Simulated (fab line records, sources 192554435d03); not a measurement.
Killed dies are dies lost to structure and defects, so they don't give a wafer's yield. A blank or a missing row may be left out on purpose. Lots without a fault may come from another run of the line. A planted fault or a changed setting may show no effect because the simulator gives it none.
Chamber matching | flow n5_finfet | N5_DUMMY_GATE_ETCH_31 on rie_diel-01: 4 sister chambers
The step etches SiO2 in C4F6/O2, target depth 82.5 nm, time 27.5 s. 18 wafers are shown with their chamber, then 9 later ones without.

WAFERS WITH THEIR CHAMBER
wafer  | chamber | rf_vpp_V (V) | showerhead_plenum_p_Torr (Torr) | throttle_valve_pct (%)
L075.1 | 2       | 682          | 2.89                            | 21.24
L075.3 | 0       | 651          | 2.98                            | 21.11
L075.5 | 0       | 650          | 2.98                            | 21.11
L076.1 | 1       | 620          | 2.80                            | 20.90
L076.3 | 2       | 682          | 2.89                            | 21.25
L076.5 | 1       | 622          | 2.80                            | 20.91
L077.1 | 3       | 660          | 2.80                            | 21.09
L077.3 | 2       | 683          | 2.89                            | 21.27
L077.6 | 2       | 681          | 2.89                            | 21.28
L080.1 | 0       | 650          | 2.97                            | 21.11
L080.3 | 1       | 620          | 2.80                            | 20.91
L080.5 | 0       | 650          | 2.97                            | 21.12
L085.3 | 0       | 650          | 2.97                            | 21.13
L085.4 | 2       | 681          | 2.88                            | 21.28
L085.6 | 1       | 620          | 2.80                            | 20.93
L086.1 | 1       | 620          | 2.80                            | 20.94
L086.3 | 2       | 681          | 2.88                            | 21.28
L086.4 | 0       | 651          | 2.97                            | 21.13

SIGNATURES (means of the wafers above)
reading                  | chamber 0 | chamber 1 | chamber 2 | chamber 3 | scatter within a chamber
rf_vpp_V                 | 650.33    | 620.40    | 681.67    | 660.00    | 0.75
showerhead_plenum_p_Torr | 2.9733    | 2.8000    | 2.8867    | 2.8000    | 0.00436
throttle_valve_pct       | 21.1183   | 20.9180   | 21.2667   | 21.0900   | 0.0149
Rule: a wafer's distance from a chamber is the root of the sum, over the readings, of the square of ((its reading less the chamber's mean) divided by the reading's scatter). The wafer belongs to the nearest chamber; if the next one is less than 2 further off, it can't be placed. The scatter: the root of (the sum of the squares of (reading less its chamber's mean) over the shown wafers, divided by (wafers less chambers)).

WAFERS WITHOUT THEIR CHAMBER
wafer  | rf_vpp_V (V) | showerhead_plenum_p_Torr (Torr) | throttle_valve_pct (%)
L093.2 | 621          | 2.79                            | 20.95
L093.4 | 681          | 2.87                            | 21.32
L093.5 | 681          | 2.87                            | 21.31
L094.1 | 651          | 2.96                            | 21.15
L094.4 | 683          | 2.87                            | 21.31
L094.6 | 649          | 2.96                            | 21.15
L096.1 | 618          | 2.79                            | 20.97
L096.3 | 682          | 2.87                            | 21.33
L096.4 | 660          | 2.79                            | 21.15

WHICH CHAMBER EACH WENT THROUGH
wafer  | from the rows above | in truth
L093.2 | 1                   | 1
L093.4 | 2                   | 2
L093.5 | 2                   | 2
L094.1 | 0                   | 0
L094.4 | 2                   | 2
L094.6 | 0                   | 0
L096.1 | 1                   | 1
L096.3 | 2                   | 2
L096.4 | 3                   | 3
Placed correctly: 9 of 9. Can't be placed from these rows: 0. Placed wrongly: 0.
